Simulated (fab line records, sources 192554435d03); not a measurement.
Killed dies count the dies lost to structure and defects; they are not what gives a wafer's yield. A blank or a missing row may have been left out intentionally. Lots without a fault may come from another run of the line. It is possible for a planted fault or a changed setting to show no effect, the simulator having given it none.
Which tool was responsible? / flow n5-finfet / Sampling: 14 lots, 38 wafers, 4 of 1938 route steps

== WHAT THE GAUGES SHOWED, per wafer ==
No reading from a measuring or inspecting step in the record can be judged against a usual standard deviation.

== EACH LOT AND THE TOOL THAT RAN IT (in order: tool; ch and the chambers of the sampled wafers; start) ==
lot=L896; N5_BEOL_M15_STRIP_62=rie-diel-05 ch 0,2,3, day 10 23:11 or earlier; N5_BEOL_M15_STRIP_37=rie-diel-05 ch 0,2,3, day 10 23:11 or earlier; N5_MIM_BOT_ETCH_ETCH_03=rie-metal-03 ch 0,1, day 10 23:11; N5_PASSIVATION_EXPOSE_41=krf-scanner-02 ch 0, day 11 04:51
lot=L897; N5_BEOL_M15_STRIP_62=rie-diel-03 ch 0,2, day 11 22:21 or earlier; N5_BEOL_M15_STRIP_37=rie-diel-03 ch 0,2, day 11 22:21 or earlier; N5_MIM_BOT_ETCH_ETCH_03=rie-metal-02 ch 0, day 11 22:21; N5_PASSIVATION_EXPOSE_41=krf-scanner-01 ch 0, day 12 04:40
lot=L899; N5_BEOL_M15_STRIP_62=rie-diel-04 ch 0,1,2, day 11 22:22 or earlier; N5_BEOL_M15_STRIP_37=rie-diel-04 ch 0,1,2, day 11 22:22 or earlier; N5_MIM_BOT_ETCH_ETCH_03=rie-metal-01 ch 1, day 11 22:22; N5_PASSIVATION_EXPOSE_41=krf-scanner-02 ch 0, day 12 03:02
lot=L900; N5_BEOL_M15_STRIP_62=rie-diel-05 ch 0,2,3, day 12 13:46 or earlier; N5_BEOL_M15_STRIP_37=rie-diel-05 ch 0,2,3, day 12 13:46 or earlier; N5_MIM_BOT_ETCH_ETCH_03=rie-metal-01 ch 0,1, day 12 13:46; N5_PASSIVATION_EXPOSE_41=krf-scanner-02 ch 0, day 12 19:30
lot=L903; N5_BEOL_M15_STRIP_62=rie-diel-03 ch 1,2,3, day 13 14:07 or earlier; N5_BEOL_M15_STRIP_37=rie-diel-03 ch 1,2,3, day 13 14:07 or earlier; N5_MIM_BOT_ETCH_ETCH_03=rie-metal-03 ch 0,1, day 13 14:07; N5_PASSIVATION_EXPOSE_41=krf-scanner-01 ch 0, day 13 20:17
lot=L905; N5_BEOL_M15_STRIP_62=rie-diel-03 ch 1,3, day 14 02:44 or earlier; N5_BEOL_M15_STRIP_37=rie-diel-03 ch 1,3, day 14 02:44 or earlier; N5_MIM_BOT_ETCH_ETCH_03=rie-metal-01 ch 0, day 14 02:44; N5_PASSIVATION_EXPOSE_41=krf-scanner-01 ch 0, day 14 08:12
lot=L906; N5_BEOL_M15_STRIP_62=rie-diel-04 ch 2,3, day 14 06:16 or earlier; N5_BEOL_M15_STRIP_37=rie-diel-04 ch 2,3, day 14 06:16 or earlier; N5_MIM_BOT_ETCH_ETCH_03=rie-metal-02 ch 0,1, day 14 06:16; N5_PASSIVATION_EXPOSE_41=krf-scanner-02 ch 0, day 14 11:33
lot=L907; N5_BEOL_M15_STRIP_62=rie-diel-03 ch 0,3, day 14 14:16 or earlier; N5_BEOL_M15_STRIP_37=rie-diel-03 ch 0,3, day 14 14:16 or earlier; N5_MIM_BOT_ETCH_ETCH_03=rie-metal-02 ch 0,1, day 14 14:16; N5_PASSIVATION_EXPOSE_41=krf-scanner-02 ch 0, day 14 23:06
lot=L908; N5_BEOL_M15_STRIP_62=rie-diel-05 ch 0,1,2, day 15 03:04 or earlier; N5_BEOL_M15_STRIP_37=rie-diel-05 ch 0,1,2, day 15 03:04 or earlier; N5_MIM_BOT_ETCH_ETCH_03=rie-metal-02 ch 0,1, day 15 03:04; N5_PASSIVATION_EXPOSE_41=krf-scanner-02 ch 0, day 15 07:30
lot=L911; N5_BEOL_M15_STRIP_62=rie-diel-03 ch 0,2,3, day 15 15:20 or earlier; N5_BEOL_M15_STRIP_37=rie-diel-03 ch 0,2,3, day 15 15:20 or earlier; N5_MIM_BOT_ETCH_ETCH_03=rie-metal-02 ch 0,1, day 15 15:20; N5_PASSIVATION_EXPOSE_41=krf-scanner-01, day 15 20:38
lot=L912; N5_BEOL_M15_STRIP_62=rie-diel-03 ch 1,2, day 15 18:55 or earlier; N5_BEOL_M15_STRIP_37=rie-diel-03 ch 1,2, day 15 18:55 or earlier; N5_MIM_BOT_ETCH_ETCH_03=rie-metal-02 ch 0,1, day 15 18:55; N5_PASSIVATION_EXPOSE_41=krf-scanner-02, day 16 00:18
lot=L917; N5_BEOL_M15_STRIP_62=rie-diel-05 ch 1,2, day 17 05:41 or earlier; N5_BEOL_M15_STRIP_37=rie-diel-05 ch 1,2, day 17 05:41 or earlier; N5_MIM_BOT_ETCH_ETCH_03=rie-metal-02 ch 0,1, day 17 05:41; N5_PASSIVATION_EXPOSE_41=krf-scanner-02 ch 0, day 17 10:37
lot=L918; N5_BEOL_M15_STRIP_62=rie-diel-04 ch 1,2, day 17 21:27 or earlier; N5_BEOL_M15_STRIP_37=rie-diel-04 ch 1,2, day 17 21:27 or earlier; N5_MIM_BOT_ETCH_ETCH_03=rie-metal-02 ch 0,1, day 17 21:27; N5_PASSIVATION_EXPOSE_41=krf-scanner-01 ch 0, day 18 03:31
lot=L919; N5_BEOL_M15_STRIP_62=rie-diel-03 ch 0,2, day 17 21:37 or earlier; N5_BEOL_M15_STRIP_37=rie-diel-03 ch 0,2, day 17 21:37 or earlier; N5_MIM_BOT_ETCH_ETCH_03=rie-metal-03 ch 0,1, day 17 21:37; N5_PASSIVATION_EXPOSE_41=krf-scanner-02 ch 0, day 18 04:22
- N5_BEOL_M15_STRIP_62: strips in O2.
- N5_BEOL_M15_STRIP_37: strips in O2.
- N5_MIM_BOT_ETCH_ETCH_03: etches the open film in Cl2/BCl3, target depth 12 nm.
- N5_PASSIVATION_EXPOSE_41: exposes mask PASS OPEN, defocus 0 nm, target cd 40000 nm.

== WHAT THE TOOLS THEMSELVES READ (means of the sampled wafers that have a number; where no wafer has one, the mark that the record gives instead) ==
N5_BEOL_M15_STRIP_62. Usual: drypump-motor-current-A 5.6 A, standard deviation 0.52; oes-product-au 0.82 a.u., standard deviation 0.1; rf-vpp-V 3.7 V, standard deviation 0.51; showerhead-plenum-p-Torr 2.09 Torr, standard deviation 0.081; throttle-valve-pct 16.56 %, standard deviation 0.28.
lot=L896; tool=rie-diel-05; drypump-motor-current-A (A)=5.4; oes-product-au (a.u.)=0.82; rf-vpp-V (V)=3.7; showerhead-plenum-p-Torr (Torr)=2.10; throttle-valve-pct (%)=16.17; flag=
lot=L897; tool=rie-diel-03; drypump-motor-current-A (A)=5.9; oes-product-au (a.u.)=0.87; rf-vpp-V (V)=3.3; showerhead-plenum-p-Torr (Torr)=2.11; throttle-valve-pct (%)=16.60; flag=
lot=L899; tool=rie-diel-04; drypump-motor-current-A (A)=5.5; oes-product-au (a.u.)=0.69; rf-vpp-V (V)=3.7; showerhead-plenum-p-Torr (Torr)=2.02; throttle-valve-pct (%)=16.80; flag=
lot=L900; tool=rie-diel-05; drypump-motor-current-A (A)=5.4; oes-product-au (a.u.)=0.92; rf-vpp-V (V)=3.1; showerhead-plenum-p-Torr (Torr)=2.10; throttle-valve-pct (%)=16.05; flag=
lot=L903; tool=rie-diel-03; drypump-motor-current-A (A)=5.7; oes-product-au (a.u.)=0.83; rf-vpp-V (V)=3.6; showerhead-plenum-p-Torr (Torr)=2.15; throttle-valve-pct (%)=16.74; flag=
lot=L905; tool=rie-diel-03; drypump-motor-current-A (A)=5.2; oes-product-au (a.u.)=0.86; rf-vpp-V (V)=3.5; showerhead-plenum-p-Torr (Torr)=2.12; throttle-valve-pct (%)=16.75; flag=
lot=L906; tool=rie-diel-04; drypump-motor-current-A (A)=6.2; oes-product-au (a.u.)=0.92; rf-vpp-V (V)=3.5; showerhead-plenum-p-Torr (Torr)=2.05; throttle-valve-pct (%)=16.70; flag=
lot=L907; tool=rie-diel-03; drypump-motor-current-A (A)=5.6; oes-product-au (a.u.)=0.89; rf-vpp-V (V)=3.6; showerhead-plenum-p-Torr (Torr)=2.05; throttle-valve-pct (%)=16.62; flag=
lot=L908; tool=rie-diel-05; drypump-motor-current-A (A)=5.7; oes-product-au (a.u.)=0.90; rf-vpp-V (V)=3.3; showerhead-plenum-p-Torr (Torr)=2.16; throttle-valve-pct (%)=16.19; flag=
lot=L911; tool=rie-diel-03; drypump-motor-current-A (A)=5.9; oes-product-au (a.u.)=0.83; rf-vpp-V (V)=3.6; showerhead-plenum-p-Torr (Torr)=2.10; throttle-valve-pct (%)=16.67; flag=
lot=L912; tool=rie-diel-03; drypump-motor-current-A (A)=5.8; oes-product-au (a.u.)=0.77; rf-vpp-V (V)=3.5; showerhead-plenum-p-Torr (Torr)=2.19; throttle-valve-pct (%)=16.84; flag=
lot=L917; tool=rie-diel-05; drypump-motor-current-A (A)=5.8; oes-product-au (a.u.)=0.90; rf-vpp-V (V)=3.5; showerhead-plenum-p-Torr (Torr)=2.18; throttle-valve-pct (%)=16.22; flag=
lot=L918; tool=rie-diel-04; drypump-motor-current-A (A)=5.9; oes-product-au (a.u.)=0.82; rf-vpp-V (V)=4.0; showerhead-plenum-p-Torr (Torr)=2.04; throttle-valve-pct (%)=16.73; flag=
lot=L919; tool=rie-diel-03; drypump-motor-current-A (A)=6.3; oes-product-au (a.u.)=0.76; rf-vpp-V (V)=3.6; showerhead-plenum-p-Torr (Torr)=2.13; throttle-valve-pct (%)=16.75; flag=

N5_BEOL_M15_STRIP_37. Usual: drypump-motor-current-A 5.6 A, standard deviation 0.53; oes-product-au 0.82 a.u., standard deviation 0.1; rf-vpp-V 3.6 V, standard deviation 0.57; showerhead-plenum-p-Torr 2.09 Torr, standard deviation 0.081; throttle-valve-pct 16.56 %, standard deviation 0.28.
lot=L896; tool=rie-diel-05; drypump-motor-current-A (A)=5.4; oes-product-au (a.u.)=0.82; rf-vpp-V (V)=3.6; showerhead-plenum-p-Torr (Torr)=2.10; throttle-valve-pct (%)=16.17; flag=
lot=L897; tool=rie-diel-03; drypump-motor-current-A (A)=6.0; oes-product-au (a.u.)=0.87; rf-vpp-V (V)=3.2; showerhead-plenum-p-Torr (Torr)=2.11; throttle-valve-pct (%)=16.61; flag=
lot=L899; tool=rie-diel-04; drypump-motor-current-A (A)=5.4; oes-product-au (a.u.)=0.69; rf-vpp-V (V)=3.9; showerhead-plenum-p-Torr (Torr)=2.02; throttle-valve-pct (%)=16.81; flag=
lot=L900; tool=rie-diel-05; drypump-motor-current-A (A)=5.4; oes-product-au (a.u.)=0.92; rf-vpp-V (V)=3.7; showerhead-plenum-p-Torr (Torr)=2.10; throttle-valve-pct (%)=16.04; flag=
lot=L903; tool=rie-diel-03; drypump-motor-current-A (A)=5.6; oes-product-au (a.u.)=0.82; rf-vpp-V (V)=3.9; showerhead-plenum-p-Torr (Torr)=2.15; throttle-valve-pct (%)=16.74; flag=
lot=L905; tool=rie-diel-03; drypump-motor-current-A (A)=5.2; oes-product-au (a.u.)=0.85; rf-vpp-V (V)=3.5; showerhead-plenum-p-Torr (Torr)=2.13; throttle-valve-pct (%)=16.74; flag=
lot=L906; tool=rie-diel-04; drypump-motor-current-A (A)=6.2; oes-product-au (a.u.)=0.92; rf-vpp-V (V)=3.1; showerhead-plenum-p-Torr (Torr)=2.05; throttle-valve-pct (%)=16.69; flag=
lot=L907; tool=rie-diel-03; drypump-motor-current-A (A)=5.6; oes-product-au (a.u.)=0.89; rf-vpp-V (V)=2.5; showerhead-plenum-p-Torr (Torr)=2.05; throttle-valve-pct (%)=16.59; flag=
lot=L908; tool=rie-diel-05; drypump-motor-current-A (A)=5.7; oes-product-au (a.u.)=0.90; rf-vpp-V (V)=4.1; showerhead-plenum-p-Torr (Torr)=2.16; throttle-valve-pct (%)=16.19; flag=
lot=L911; tool=rie-diel-03; drypump-motor-current-A (A)=5.9; oes-product-au (a.u.)=0.82; rf-vpp-V (V)=3.7; showerhead-plenum-p-Torr (Torr)=2.10; throttle-valve-pct (%)=16.68; flag=
lot=L912; tool=rie-diel-03; drypump-motor-current-A (A)=5.8; oes-product-au (a.u.)=0.76; rf-vpp-V (V)=3.8; showerhead-plenum-p-Torr (Torr)=2.19; throttle-valve-pct (%)=16.84; flag=
lot=L917; tool=rie-diel-05; drypump-motor-current-A (A)=5.8; oes-product-au (a.u.)=0.90; rf-vpp-V (V)=3.4; showerhead-plenum-p-Torr (Torr)=2.19; throttle-valve-pct (%)=16.23; flag=
lot=L918; tool=rie-diel-04; drypump-motor-current-A (A)=5.9; oes-product-au (a.u.)=0.82; rf-vpp-V (V)=4.2; showerhead-plenum-p-Torr (Torr)=2.04; throttle-valve-pct (%)=16.74; flag=
lot=L919; tool=rie-diel-03; drypump-motor-current-A (A)=6.3; oes-product-au (a.u.)=0.76; rf-vpp-V (V)=4.1; showerhead-plenum-p-Torr (Torr)=2.13; throttle-valve-pct (%)=16.74; flag=

N5_MIM_BOT_ETCH_ETCH_03. Usual: drypump-motor-current-A 5.64 A, standard deviation 0.17; oes-product-au 0.83 a.u., standard deviation 0.11; throttle-valve-pct 27.60 %, standard deviation 0.26.
lot=L896; tool=rie-metal-03; drypump-motor-current-A (A)=5.54; oes-product-au (a.u.)=0.61; throttle-valve-pct (%)=27.81; flag=
lot=L897; tool=rie-metal-02; drypump-motor-current-A (A)=5.86; oes-product-au (a.u.)=0.85; throttle-valve-pct (%)=27.94; flag=
lot=L899; tool=rie-metal-01; drypump-motor-current-A (A)=5.64; oes-product-au (a.u.)=0.69; throttle-valve-pct (%)=27.43; flag=
lot=L900; tool=rie-metal-01; drypump-motor-current-A (A)=5.44; oes-product-au (a.u.)=0.75; throttle-valve-pct (%)=27.41; flag=
lot=L903; tool=rie-metal-03; drypump-motor-current-A (A)=5.54; oes-product-au (a.u.)=1.00; throttle-valve-pct (%)=27.56; flag=
lot=L905; tool=rie-metal-01; drypump-motor-current-A (A)=5.35; oes-product-au (a.u.)=0.79; throttle-valve-pct (%)=27.39; flag=
lot=L906; tool=rie-metal-02; drypump-motor-current-A (A)=5.78; oes-product-au (a.u.)=0.86; throttle-valve-pct (%)=27.73; flag=
lot=L907; tool=rie-metal-02; drypump-motor-current-A (A)=5.75; oes-product-au (a.u.)=0.88; throttle-valve-pct (%)=27.62; flag=
lot=L908; tool=rie-metal-02; drypump-motor-current-A (A)=5.81; oes-product-au (a.u.)=0.84; throttle-valve-pct (%)=27.73; flag=
lot=L911; tool=rie-metal-02; drypump-motor-current-A (A)=5.78; oes-product-au (a.u.)=0.85; throttle-valve-pct (%)=27.73; flag=
lot=L912; tool=rie-metal-02; drypump-motor-current-A (A)=5.76; oes-product-au (a.u.)=0.86; throttle-valve-pct (%)=27.63; flag=
lot=L917; tool=rie-metal-02; drypump-motor-current-A (A)=5.72; oes-product-au (a.u.)=0.84; throttle-valve-pct (%)=27.63; flag=
lot=L918; tool=rie-metal-02; drypump-motor-current-A (A)=5.79; oes-product-au (a.u.)=0.82; throttle-valve-pct (%)=27.76; flag=
lot=L919; tool=rie-metal-03; drypump-motor-current-A (A)=5.57; oes-product-au (a.u.)=0.89; throttle-valve-pct (%)=27.68; flag=

N5_PASSIVATION_EXPOSE_41. Usual: exposure-dose-mJ-cm2 57.26, standard deviation 0.06; focus-offset-nm 0.0 nm, standard deviation 0.45; stage-vel-mm-s 500.05 mm/s, standard deviation 0.22.
lot=L896; tool=krf-scanner-02; exposure-dose-mJ-cm2=57.29; focus-offset-nm (nm)=0.0; stage-vel-mm-s (mm/s)=499.94; flag=
lot=L897; tool=krf-scanner-01; exposure-dose-mJ-cm2=57.24; focus-offset-nm (nm)=-1.0; stage-vel-mm-s (mm/s)=499.93; flag=
lot=L899; tool=krf-scanner-02; exposure-dose-mJ-cm2=57.26; focus-offset-nm (nm)=0.2; stage-vel-mm-s (mm/s)=499.93; flag=
lot=L900; tool=krf-scanner-02; exposure-dose-mJ-cm2=57.26; focus-offset-nm (nm)=-0.2; stage-vel-mm-s (mm/s)=500.02; flag=
lot=L903; tool=krf-scanner-01; exposure-dose-mJ-cm2=57.32; focus-offset-nm (nm)=-0.0; stage-vel-mm-s (mm/s)=500.20; flag=
lot=L905; tool=krf-scanner-01; exposure-dose-mJ-cm2=57.26; focus-offset-nm (nm)=-0.5; stage-vel-mm-s (mm/s)=500.26; flag=
lot=L906; tool=krf-scanner-02; exposure-dose-mJ-cm2=57.26; focus-offset-nm (nm)=0.1; stage-vel-mm-s (mm/s)=500.15; flag=
lot=L907; tool=krf-scanner-02; exposure-dose-mJ-cm2=57.25; focus-offset-nm (nm)=-0.2; stage-vel-mm-s (mm/s)=500.35; flag=
lot=L908; tool=krf-scanner-02; exposure-dose-mJ-cm2=57.22; focus-offset-nm (nm)=-0.0; stage-vel-mm-s (mm/s)=499.77; flag=
lot=L911; tool=krf-scanner-01; exposure-dose-mJ-cm2=-; focus-offset-nm (nm)=-; stage-vel-mm-s (mm/s)=-; flag=OFF
lot=L912; tool=krf-scanner-02; exposure-dose-mJ-cm2=-; focus-offset-nm (nm)=-; stage-vel-mm-s (mm/s)=-; flag=OFF
lot=L917; tool=krf-scanner-02; exposure-dose-mJ-cm2=57.17; focus-offset-nm (nm)=0.2; stage-vel-mm-s (mm/s)=500.26; flag=
lot=L918; tool=krf-scanner-01; exposure-dose-mJ-cm2=57.33; focus-offset-nm (nm)=-0.1; stage-vel-mm-s (mm/s)=499.88; flag=
lot=L919; tool=krf-scanner-02; exposure-dose-mJ-cm2=57.23; focus-offset-nm (nm)=0.6; stage-vel-mm-s (mm/s)=499.92; flag=

== THE ANSWER, worked out from the rows above alone ==
Rule: a lot is off if the mean of its wafers that have a number lies more than 3 standard deviations from the usual mean. A lot without any number at a reading at which 4 lots or more have one is off too. Where the step has rows for the other lots, those lots are counted as sound. Order of review: gauges by route order, followed by the tools' own readings, for which a lot's mean as printed above is used. The first step at which some lot is off is used, and at that step the reading that is off furthest; a lot without a number counts as furthest.
Off at N5_PASSIVATION_EXPOSE_41 (exposure-dose-mJ-cm2): L911, L912. Without a number there: L911, L912.
A tool fits if, at that step or a process step before it, it ran every lot that is off, and no sound lot after the first of them. N5_BEOL_M15_STRIP_62: start missing for some lots; hours and lot order therefore follow N5_MIM_BOT_ETCH_ETCH_03. N5_BEOL_M15_STRIP_37: start missing for some lots; hours and lot order therefore follow N5_MIM_BOT_ETCH_ETCH_03. No candidate that was tried fits.

== WHAT THE SIMULATOR PUT IN ==
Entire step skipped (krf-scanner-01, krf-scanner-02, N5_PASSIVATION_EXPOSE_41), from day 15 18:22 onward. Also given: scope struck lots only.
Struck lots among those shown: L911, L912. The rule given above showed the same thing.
